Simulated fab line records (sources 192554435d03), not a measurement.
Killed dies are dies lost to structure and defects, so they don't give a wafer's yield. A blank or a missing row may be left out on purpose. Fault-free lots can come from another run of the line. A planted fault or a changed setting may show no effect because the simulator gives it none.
Which of the tools did it? :: flow n5 finfet :: 33 wafers sampled from 11 lots at 1 step of a route of 1938

== WHAT THE GAUGES READ, wafer by wafer ==
N5_WELL_APT_INSPECT_27: inspects for defects (macro).
lot: L630
measured: day 1 15:08
on: defect inspect-02
raw defect count: 2 4 2

lot: L631
measured: day 1 21:04
on: defect inspect-02
raw defect count: 1 2 1

lot: L640
measured: day 4 03:45
on: defect inspect-01
raw defect count: 2 2 2

lot: L641
measured: day 4 08:52
on: defect inspect-01
raw defect count: 3 1 3

lot: L642
measured: day 4 15:01
on: defect inspect-02
raw defect count: 1 3 0

lot: L644
measured: day 5 03:02
on: defect inspect-02
raw defect count: 1 3 2

lot: L646
measured: day 5 14:55
on: defect inspect-01
raw defect count: 2 3 4

lot: L648
measured: day 6 03:14
on: defect inspect-01
raw defect count: 2 2 1

lot: L649
measured: day 6 09:23
on: defect inspect-02
raw defect count: 1 1 3

lot: L650
measured: day 6 14:55
on: defect inspect-02
raw defect count: 3 0 0

lot: L651
measured: day 6 21:11
on: defect inspect-02
raw defect count: 5 2 2

== EACH LOT AND THE TOOL THAT RAN IT (in order: tool; ch and the chambers of the sampled wafers; start) ==
Before these readings, the record contains no process step.

== THE ANSWER, worked out from the rows above alone ==
Rule: the lots themselves supply what counts as usual. Put in order of their means at a reading, lots are off if they are a third of the lots or fewer, leave a main group of 4 or more, and stand apart from it by a gap of 3 or more times the standard deviation of the main group's means; of several such gaps the widest counts. If all means in a main group match to the digits the tables above print for the reading, that group is not used. Also off: a lot with no number at a reading for which 4 or more lots have one. All remaining lots with rows at the step are treated as sound.
No lot is off at any reading shown: from this, nothing can be told.

== WHAT THE SIMULATOR HAD INSERTED ==
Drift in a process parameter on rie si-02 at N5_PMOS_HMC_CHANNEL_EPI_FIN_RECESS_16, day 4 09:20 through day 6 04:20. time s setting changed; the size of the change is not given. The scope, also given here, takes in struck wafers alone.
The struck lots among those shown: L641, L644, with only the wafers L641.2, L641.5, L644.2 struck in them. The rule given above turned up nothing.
